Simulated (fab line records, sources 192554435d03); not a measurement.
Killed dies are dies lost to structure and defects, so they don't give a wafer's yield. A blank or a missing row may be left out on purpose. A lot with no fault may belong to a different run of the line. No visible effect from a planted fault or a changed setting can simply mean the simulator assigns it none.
A struck lot beside a sound one / flow n5-finfet / 15 out of 1938 route steps
Sound: the wafers L971.3, L971.4, L971.6. Struck: wafers L979.2, L979.4 (left out: L979.3, a lot-mate that was not struck); the cause follows at the end.
Order at every step that has rows: each side's tool, ch and its chambers, its first start. Under that, the readings that differ: sound wafers / struck wafers / difference of the means / sigmas: that difference in standard deviations of wafers without a fault.
alike: readings whose means differ by less than 2 such deviations, and words and numbers that are the same on both sides. not compared: withheld readings, readings that some wafer has no value for, bounds like >300 that may hide the same value, and numbers for which the record gives no deviation and whose values overlap.
The two part at a step that has a row with sigmas, a row that says differs or no value, or rows on one side only. Numbers that don't overlap but have no deviation are shown without sigmas and don't part them. A reading that every wafer of one side lacks parts them only if that side has two wafers or more.

first, 7 steps without rows for these wafers: N5_BEOL_M7_COAT_60 (time 60 s, resist thk 35 nm); N5_BEOL_M7_COAT_05 (resist thk 90 nm); N5_BEOL_M7_EBR_07; N5_BEOL_M7_SOFTBAKE_06 (time 60 s); N5_BEOL_M7_EXPOSE_08 (exposes mask M7); N5_BEOL_M7_PEB_09 (peb time 60 s); N5_BEOL_M7_DEVELOP_10 (develop time 30 s).
N5_BEOL_M7_CD_MEAS_11: target cd 38.5 nm.
  sound on cd-sem-01 ch 0, day 10 19:05; struck on cd-sem-03 ch 0, day 13 07:46
  alike: cd-nm
N5_BEOL_M7_OVL_MEAS_12:
  sound on overlay-01 ch 0, day 10 19:07; struck on overlay-01 ch 0, day 13 07:47
  alike: M7_OVL
N5_BEOL_M7_INSPECT_13: inspects for defects (brightfield).
  sound: defect-inspect-02 at day 10 19:08; struck: defect-inspect-02 at day 13 07:49
  alike: raw-defect-count
N5_BEOL_M7_DESCUM_16: chemistry O2, time 7.9 s.
  sound on rie-diel-03 ch 0,1, day 10 19:10; struck on rie-diel-03 ch 0,3, day 13 07:56
  alike: bias-power-w, drypump-motor-current-A, o2-flow-sccm, oes-product-au, rf-vpp-V, showerhead-plenum-p-Torr, throttle-valve-pct
  not compared: rf-hours-counter-h
N5_BEOL_M7_ETCH_61: etches SiARC in CF4, target depth 45.5 nm, time 75.8 s.
  sound on rie-diel-03 ch 0,1, day 10 19:13; struck on rie-diel-03 ch 0,3, day 13 07:59
  alike: drypump-motor-current-A, etch-rf-on-time-s, oes-product-au, rf-vpp-V, showerhead-plenum-p-Torr, throttle-valve-pct
  not compared: rf-hours-counter-h
N5_BEOL_M7_ETCH_62: etches SOC in N2/H2, target depth 110 nm, overetch 22 nm, time 165 s.
  sound on rie-diel-03 ch 0,1, day 10 19:16; struck on rie-diel-03 ch 0,3, day 13 08:02
reading=model.SiARC_of_BEOL_M7_COAT_60.thk-nm (nm); sound=28.2 28 28.2; struck=29.8 29.8; difference=+1.7; sigmas=
  alike: drypump-motor-current-A, oes-product-au, rf-vpp-V, showerhead-plenum-p-Torr, throttle-valve-pct
  not compared: rf-hours-counter-h
then, 1 step without rows for these wafers: N5_BEOL_M7_STRIP_68 (strips in N2/H2).
-- a jump in the record: the struck wafers' starts before and after are 3 days apart (it breaks off in module BEOL_M7 and resumes in module PASSIVATION, where the first step shown is number 1936 of the route) --
N5_PASSIVATION_PROBE_49:
  the record has rows for the struck wafers here (prober-01, day 16 17:58) and none for the sound ones

## WHERE THEY PART
Within this record, at N5_PASSIVATION_PROBE_49 only.

WHY: the cause the simulator had injected
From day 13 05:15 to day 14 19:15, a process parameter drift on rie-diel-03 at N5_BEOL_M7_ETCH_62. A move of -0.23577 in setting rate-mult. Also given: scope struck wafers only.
